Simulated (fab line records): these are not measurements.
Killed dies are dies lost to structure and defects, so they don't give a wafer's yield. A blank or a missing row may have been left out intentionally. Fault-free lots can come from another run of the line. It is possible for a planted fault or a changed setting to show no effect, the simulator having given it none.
fab line records | flow n5-finfet
record: lots: 10 wafers: 28 last-day: 16
route steps=1938 shown BEOL_M3@1009 BEOL_M4@1031 PASSIVATION@1936
lots that met no fault: from a run of the same line without faults
start-h: hours from the record's opening day to when the first of the lot's shown wafers began | wait-h: time in hours since the lot's previous step | " same as the row above | L1.1+2: several wafers, shown together as one row | - value missing, or start not given | * or withheld: withheld | < > ~ a bound
route shown NAME@n: names a module that has steps shown in the file, with the first one's number in the route | usual: the fault-free wafers' mean and standard deviation | same: alike in all rows | chamber/n: place in a boat | sites: readings site by site | _std_site: the values' standard deviation | _edge_site: inner sites' mean taken away from outer sites' mean | radius-mm: how far each site lies from the wafer's centre | mask NAME#n: copy n | behind: the tool/chamber that last shaped the wafer | hold: why the lot went on hold/how many hours it stayed there/how the hold came to an end | device: the n, p or np transistor that did not switch | end of line: tests of these same wafers at the route's end | a step given without rows: its recipe and nothing more | killed: dies lost to structure and defects at the first sort, not the wafer's yield | map: dies across one wafer; x = killed, . = not, _ = none there
set.NAME: the setting that was run; set.NAME@STEP: the one run at that earlier step | model.NAME: the simulator's own value behind a step, which no gauge read
route steps across a sampled set of lots; one table per step, one row per wafer
services: when a tool's chamber went out of use (start-h, in hours from the record's first day, below 0 if earlier), for how many hours, and the reason
== steps ==
step: N5_BEOL_M3_ANNEAL_95
recipe: temp-c: 400 time-s: 240 ambient: vacuum
usual: heater-power-w: 918/91
columns lot.wafer tool chamber start-h wait-h heater-power-w
L655.4 pvd-sputter-01 - 152.35 0.0 907
L655.5 " - " " 1016
L655.6 " - " " 1026
L656.3 pvd-sputter-03 - 152.58 0.0 942
L656.4 " - " " 823
L656.5 " - " " 993
L658.3 pvd-sputter-02 - 174.28 0.0 893
L658.4 " - " " 754
L658.5 " - " " 762
L661.1 pvd-sputter-02 - 189.49 0.0 762
L661.2 " - " " 890
L661.5 " - " " 749
L663.1 pvd-sputter-03 - 207.71 0.0 807
L663.4 " - " " 817
L663.5 " - " " 819
L664.5 pvd-sputter-02 - 211.43 0.1 946
L664.6 " - " " 1035
L666.1 pvd-sputter-03 - 224.30 0.0 843
L666.5 " - " " 795
L667.1 pvd-sputter-02 - 227.61 0.0 1002
L667.2 " - " " 884
L667.6 " - " " 889
L669.1 pvd-sputter-01 - 242.82 0.0 1006
L669.2 " - " " 908
L669.5 " - " " 831
L674.1 pvd-sputter-03 - 273.40 0.0 814
L674.2 " - " " 849
L674.6 " - " " 815
step: N5_BEOL_M3_ANNEAL_51
recipe: temp-c: 225 time-s: 90 ambient: N2
usual: wafer_temp_C_max: 226.29/0.29
columns lot.wafer tool chamber start-h wait-h wafer_temp_C_max
L655.4 rtp-anneal-02 0 152.82 0.2 226.53
L655.5 " 0 " " 225.85
L655.6 " 0 " " 226.72
L656.3 rtp-anneal-01 0 153.01 0.1 226.64
L656.4 " 0 " " 226.38
L656.5 " 0 " " 226.88
L658.3 rtp-anneal-02 0 174.72 0.1 226.26
L658.4 " 0 " " 226.15
L658.5 " 0 " " 226.25
L661.1 rtp-anneal-02 0 190.11 0.3 225.94
L661.2 " 0 " " 226.15
L661.5 " 0 " " 225.99
L663.1 rtp-anneal-01 0 208.05 0.1 226.66
L663.4 " 0 " " 226.45
L663.5 " 0 " " 226.39
L664.5 rtp-anneal-01 0 211.88 0.2 226.33
L664.6 " 0 " " 226.68
L666.1 rtp-anneal-02 0 224.64 0.1 226.18
L666.5 " 0 " " 226.48
L667.1 rtp-anneal-01 0 227.95 0.1 226.19
L667.2 " 0 " " 226.05
L667.6 " 0 " " 226.57
L669.1 rtp-anneal-02 0 243.16 0.1 226.23
L669.2 " 0 " " 226.26
L669.5 " 0 " " 225.95
L674.1 rtp-anneal-01 0 276.47 2.8 226.20
L674.2 " 0 " " 226.80
L674.6 " 0 " " 226.42
step: N5_BEOL_M4_EXPOSE_08
recipe: mask-id: M4 na: 0.33 source-shape: dipole sigma-inner: 0.369 sigma-outer: 0.767 polarization: unpolarized dose-mj: 41.25
usual: stage-msd-nm: 0.824/0.0065
columns lot.wafer tool chamber start-h wait-h mask stage-msd-nm
L655.4 euv-scanner-02 0 155.26 - M4#0 0.825
L655.5 " 0 " " M4#0 0.826
L655.6 " 0 " " M4#0 0.826
L656.3 euv-scanner-01 0 155.43 - M4#0 0.817
L656.4 " 0 " " M4#0 0.814
L656.5 " 0 " " M4#0 0.817
L658.3 euv-scanner-02 0 180.54 - M4#0 0.824
L658.4 " 0 " " M4#0 0.824
L658.5 " 0 " " M4#0 0.820
L661.1 euv-scanner-02 0 193.51 - M4#0 0.820
L661.2 " 0 " " M4#0 0.822
L661.5 " 0 " " M4#0 0.822
L663.1 euv-scanner-02 0 212.54 - M4#0 0.820
L663.4 " 0 " " M4#0 0.822
L663.5 " 0 " " M4#0 0.820
L664.5 euv-scanner-02 0 213.65 - M4#0 0.822
L664.6 " 0 " " M4#0 0.822
L666.1 euv-scanner-02 0 226.30 - M4#0 0.820
L666.5 " 0 " " M4#0 0.825
L667.1 euv-scanner-02 0 230.28 - M4#0 0.823
L667.2 " 0 " " M4#0 0.822
L667.6 " 0 " " M4#0 0.823
L669.1 euv-scanner-02 0 246.31 - M4#0 0.822
L669.2 " 0 " " M4#0 0.822
L669.5 " 0 " " M4#0 0.820
L674.1 euv-scanner-01 0 279.54 - M4#0 0.808
L674.2 " 0 " " M4#0 0.809
L674.6 " 0 " " M4#0 0.808
step: N5_BEOL_M4_CD_MEAS_11
recipe: target-cd-nm: 16.79 landing-energy-ev: 500 detector: se-inlens polarity: opening
usual: cd-nm: 16.78/0.25
columns lot.wafer tool chamber start-h wait-h cd-nm
L655.4 cd-sem-02 0 155.37 - 16.66
L655.5 " 0 " " 16.83
L655.6 " 0 " " 16.60
L656.3 cd-sem-02 0 155.55 - 17.18
L656.4 " 0 " " 16.69
L656.5 " 0 " " 16.71
L658.3 cd-sem-02 0 180.66 - 16.64
L658.4 " 0 " " 16.31
L658.5 " 0 " " 16.60
L661.1 cd-sem-01 0 193.64 - 16.57
L661.2 " 0 " " 16.82
L661.5 " 0 " " 16.88
L663.1 cd-sem-03 0 212.68 - 16.76
L663.4 " 0 " " 16.86
L663.5 " 0 " " 16.74
L664.5 cd-sem-03 0 213.76 - 16.89
L664.6 " 0 " " 16.47
L666.1 cd-sem-03 0 226.43 - 17.10
L666.5 " 0 " " 16.65
L667.1 cd-sem-03 0 230.41 - 16.78
L667.2 " 0 " " 16.31
L667.6 " 0 " " 16.88
L669.1 cd-sem-03 0 246.44 - 17.15
L669.2 " 0 " " 16.69
L669.5 " 0 " " 15.96
L674.1 cd-sem-01 0 279.68 - 16.46
L674.2 " 0 " " 17.00
L674.6 " 0 " " 16.93
step: N5_BEOL_M4_DESCUM_16
recipe: chemistry: O2 time-s: 7 source-power-w: 50 bias-power-w: 20 pressure-mtorr: 20 rf-frequency-hz: 2.712e+07 temp-c: 40 resist: CAR-EUV o2-flow-sccm: 225
usual: drypump-motor-current-A: 5.6/0.49 oes-product-au: 0.77/0.1 rf-vpp-V: 243.3/1.4 showerhead-plenum-p-Torr: 2.11/0.081 throttle-valve-pct: 20.37/0.28
columns lot.wafer tool chamber start-h wait-h drypump-motor-current-A oes-product-au rf-hours-counter-h rf-vpp-V showerhead-plenum-p-Torr throttle-valve-pct
L655.4 rie-diel-05 2 155.49 0.0 6.2 0.71 189 240.3 1.99 20.66
L655.5 " 1 " " 5.4 0.71 - 243.0 2.09 20.66
L655.6 " 0 " " 5.2 0.70 - 242.7 2.06 20.04
L656.3 rie-diel-01 1 155.69 0.1 5.9 0.72 172 244.0 2.17 20.55
L656.4 " 0 " " 6.0 0.69 201 242.8 2.20 20.69
L656.5 " 2 " " 5.6 0.98 - 243.3 2.25 20.11
L658.3 rie-diel-01 0 181.06 0.3 6.0 0.69 212 244.2 2.19 20.69
L658.4 " 3 " " 5.7 0.92 8 242.7 2.08 20.14
L658.5 " 1 " " 5.9 0.71 - 244.6 2.17 20.55
L661.1 rie-diel-05 1 193.86 0.1 5.4 0.71 187 241.4 2.09 20.67
L661.2 " 0 " " 5.2 0.69 191 242.4 2.06 20.04
L661.5 " 1 " " 5.4 0.71 - 243.5 2.08 20.66
L663.1 rie-diel-03 1 212.80 0.0 5.4 0.83 39 241.7 2.05 19.99
L663.4 " 3 " " 6.4 0.74 143 242.5 2.00 20.68
L663.5 " 2 " " 4.7 0.98 - 243.4 2.06 20.08
L664.5 rie-diel-03 1 213.98 0.1 5.4 0.83 - 242.6 2.05 19.98
L664.6 " 0 " " 5.2 0.87 - 244.7 2.21 20.07
L666.1 rie-diel-01 3 226.62 0.1 5.7 0.88 23 242.3 2.07 20.16
L666.5 " 2 " " 5.6 0.91 - 244.0 2.24 20.14
L667.1 rie-diel-01 2 230.53 0.0 5.6 0.90 34 246.7 2.24 20.15
L667.2 " 0 " " 6.0 0.67 228 243.3 2.19 20.73
L667.6 " 1 " " 5.9 0.70 - 244.1 2.17 20.59
L669.1 rie-diel-05 0 246.85 0.3 5.2 0.68 202 242.0 2.06 20.05
L669.2 " 1 " " 5.4 0.69 209 242.6 2.08 20.70
L669.5 " 0 " " 5.2 0.67 - 243.8 2.06 20.04
L674.1 rie-diel-01 1 279.81 0.0 5.9 0.69 217 243.5 2.16 20.61
L674.2 " 2 " " 5.6 0.87 49 244.1 2.23 20.18
L674.6 " 0 " " 6.0 0.65 - 243.8 2.18 20.74
step: N5_BEOL_M4_RC_MEAS_101
usual: DIBL_N: 37.0/2.3 DIBL_P: 37.3/2.8 IOFF_N: 0.17/0.046 IOFF_P: 0.23/0.054 ION_N: 675/14 ION_P: 460/9.3 SS_N: 71.7/0.73 SS_P: 73.6/0.95 VT_N: 249/3.9 VT_P: -250/3.9
columns lot.wafer tool chamber start-h wait-h DIBL_N[mV/V] DIBL_P[mV/V] IOFF_N[nA/um] IOFF_P[nA/um] ION_N[uA/um] ION_P[uA/um] SS_N[mV/dec] SS_P[mV/dec] VT_N[mV] VT_P[mV]
L655.4 prober-02 0 167.30 0.5 40.3 40.9 0.23 0.31 680 471 72.2 74.8 243 -246
L655.5 " 0 " " 37.1 35.4 0.15 0.21 676 464 71.3 73.7 251 -251
L655.6 " 0 " " 43.8 44.8 0.36 0.42 712 478 73.7 76.2 240 -243
L656.3 prober-02 0 170.31 0.3 37.4 37.6 0.19 0.22 677 457 72.1 73.7 250 -249
L656.4 " 0 " " 36.8 37.4 0.17 0.22 667 453 71.1 75.0 249 -251
L656.5 " 0 " " 39.6 40.9 0.25 0.29 688 457 72.2 76.1 245 -248
L658.3 prober-02 0 190.91 0.3 37.5 37.8 0.18 0.19 682 454 72.0 73.1 248 -252
L658.4 " 0 " " 36.0 36.8 0.16 0.18 676 453 71.0 73.5 249 -254
L658.5 " 0 " " 41.5 43.3 0.27 0.28 694 461 73.1 75.4 244 -246
L661.1 prober-02 0 200.18 0.0 35.3 36.6 0.15 0.19 670 458 71.4 73.1 253 -255
L661.2 " 0 " " 38.5 39.5 0.22 0.25 703 474 72.1 73.8 245 -251
L661.5 " 0 " " 39.3 40.8 0.23 0.27 706 471 72.3 74.8 248 -249
L663.1 prober-01 0 221.92 0.0 38.9 41.4 0.20 0.29 679 467 71.3 74.8 248 -246
L663.4 " 0 " " 37.5 38.2 0.16 0.23 682 470 72.1 74.1 249 -250
L663.5 " 0 " " 38.8 40.7 0.21 0.28 691 474 72.2 74.7 248 -246
L664.5 prober-02 0 222.87 0.6 35.7 35.0 0.15 0.23 677 468 71.5 73.0 250 -246
L664.6 " 0 " " 41.2 42.4 0.27 0.37 700 473 73.1 74.4 244 -243
L666.1 prober-01 0 235.41 0.0 37.4 35.9 0.17 0.19 670 458 71.4 73.9 247 -251
L666.5 " 0 " " 37.1 36.5 0.15 0.20 650 450 71.0 72.9 252 -251
L667.1 prober-02 0 248.20 0.0 32.2 32.4 0.11 0.18 655 460 70.1 72.2 256 -253
L667.2 " 0 " " 39.6 41.7 0.26 0.34 701 478 71.5 75.0 240 -244
L667.6 " 0 " " 37.6 38.2 0.19 0.26 678 465 72.0 73.4 247 -245
L669.1 prober-01 0 280.83 0.0 34.0 32.0 0.10 0.16 656 456 70.8 72.3 256 -253
L669.2 " 0 " " 40.2 40.6 0.21 0.31 663 458 73.1 74.7 250 -247
L674.1 prober-02 0 288.93 0.0 36.2 33.2 0.15 0.18 670 456 71.6 72.5 253 -253
L674.2 " 0 " " 37.1 35.2 0.17 0.21 676 454 71.7 72.8 250 -253
L674.6 " 0 " " 35.3 33.1 0.13 0.18 677 466 70.6 73.1 252 -250
step: N5_PASSIVATION_PROBE_49
usual: defect-limited-yield: 91.5/1.3 killed_at_M0_to_M3: 36/10 killed_at_M4_up: 13/4.7 killed-at-contacts: 13/6.7 killed-at-front-end: 37/9.7 killed-at-other: 2.6/2.3 killed-dies: 101/15 killed-on-rim: 14/4.3 killed-open: 67/12 killed-short: 32/6.7 sort_bin_4_leakage: 0.0/0.31 sort_bin_5_function: 5.0/0.89 sort_bin_6_memory: 3.2/0.63 sort_bin_8_speed: 0.01/0.03 sort-n-pass: 1079/16 sort-yield-pct: 91.4/1.4
same: gross-dies: 1180 killed-at-back-side: 0
columns lot.wafer tool chamber start-h wait-h defect-limited-yield[%] killed_at_M0_to_M3 killed_at_M4_up killed-at-contacts killed-at-front-end killed-at-other killed-dies killed-on-rim killed-open killed-short sort_bin_4_leakage[%] sort_bin_5_function[%] sort_bin_6_memory[%] sort_bin_8_speed[%] sort-n-pass sort-yield-pct[%]
L669.1 prober-01 - 386.66 0.0 88.9 42 5 41 41 2 131 20 94 37 0 7.1 3.6 0 1049 88.9
L669.2 prober-01 - 386.71 0.1 90.6 44 12 19 34 2 111 18 78 28 0 5.4 3.4 0.08 1069 90.6
L669.5 prober-01 - 386.86 0.2 0 59 1057 18 44 2 1180 152 90 41 0 57.8 5.9 0 0 0
killed by level:class
L669.1 MOL_CONTACT_COAG:geometric-particle:open=30 BEOL_M1:geometric-particle:open=13 MOL_CONTACT_COAG:geometric-particle:short=11 BEOL_M2:geometric-particle:open=10 FIN_SAQP:geometric-particle:open=9 STI_FIN_REVEAL:geometric-particle:open=9 BEOL_M0:geometric-particle:open=5 FIN_SAQP:geometric-particle:short=4
L669.2 MOL_CONTACT_COAG:geometric-particle:open=15 FIN_SAQP:geometric-particle:open=10 BEOL_M2:geometric-particle:open=10 BEOL_M1:geometric-particle:open=9 BEOL_M0_SAQP:geometric-particle:short=8 FIN_SAQP:geometric-particle:short=6 BEOL_M5:geometric-particle:open=5 MOL_CONTACT_COAG:geometric-particle:short=4
L669.5 BEOL_M4:area-expose=1045 BEOL_M2:geometric-particle:open=14 MOL_CONTACT_COAG:geometric-particle:open=13 BEOL_M0_SAQP:geometric-particle:short=13 BEOL_M0_SAQP:geometric-particle:open=13 FIN_SAQP:geometric-particle:open=9 FIN_SAQP:geometric-particle:short=8 BEOL_M3:geometric-particle:open=7
== services ==
columns tool chamber start-h hours kind
rie-diel-01 3 138.40 - clean
rie-diel-01 3 138.40 - consumable-replace:focus-ring
euv-scanner-02 - 145.00 0.2 repair
euv-scanner-02 - 146.10 1.0 pm
pvd-sputter-03 - 155.67 1.6 repair
euv-scanner-02 - 156.87 0.9 repair
euv-scanner-01 - 164.40 1.0 pm
euv-scanner-01 - 176.14 1.4 repair
pvd-sputter-01 - 176.49 2.6 repair
euv-scanner-01 - 182.92 0.5 repair
euv-scanner-02 - 196.67 4.6 pm
euv-scanner-02 - 202.25 1.0 pm
euv-scanner-01 - 204.96 12.0 pm
euv-scanner-02 0 219.42 - calibration
euv-scanner-01 - 220.55 1.0 pm
rie-diel-05 3 226.98 4.9 repair
rie-diel-01 2 234.02 5.6 repair
pvd-sputter-01 - 234.69 2.1 repair
euv-scanner-02 - 235.44 0.3 repair
rie-diel-05 2 241.81 11.7 repair
pvd-sputter-01 - 256.70 7.0 repair
euv-scanner-02 - 258.40 1.0 pm
rtp-anneal-02 - 260.06 51.6 pm
euv-scanner-01 - 276.70 1.0 pm
== key ==
first-sign: step: N5_BEOL_M4_CD_MEAS_11 reading: cd-nm direction: down sigmas: 3.3 usual: 16.78 struck: 15.96
effect: step: N5_PASSIVATION_PROBE_49 reading: killed_at_M4_up direction: up sigmas: 99+ usual: 13 struck: 1057
more-kills-born-at: N5_BEOL_M4_EXPOSE_08@euv-scanner-02: 1045
met-at N5_BEOL_M4_EXPOSE_08
struck-lots L669
struck-wafers L669.5
later-rows-left-out L669.5
not-acting-at N5_BEOL_M3_ANNEAL_95,N5_BEOL_M3_ANNEAL_51,N5_BEOL_M4_DESCUM_16
onset-between 230.28 246.31
fault: kind: process-parameter-drift tool: euv-scanner-02 chamber: - onset-h: 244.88 steps: N5_BEOL_M4_EXPOSE_08 channel: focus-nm offset: 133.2 shape: step end-h: 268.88 scope: struck-wafers-only
later-rows-left-out: the simulator's readings of these wafers behind a module that went badly wrong aren't trusted and aren't shown, but for the sort
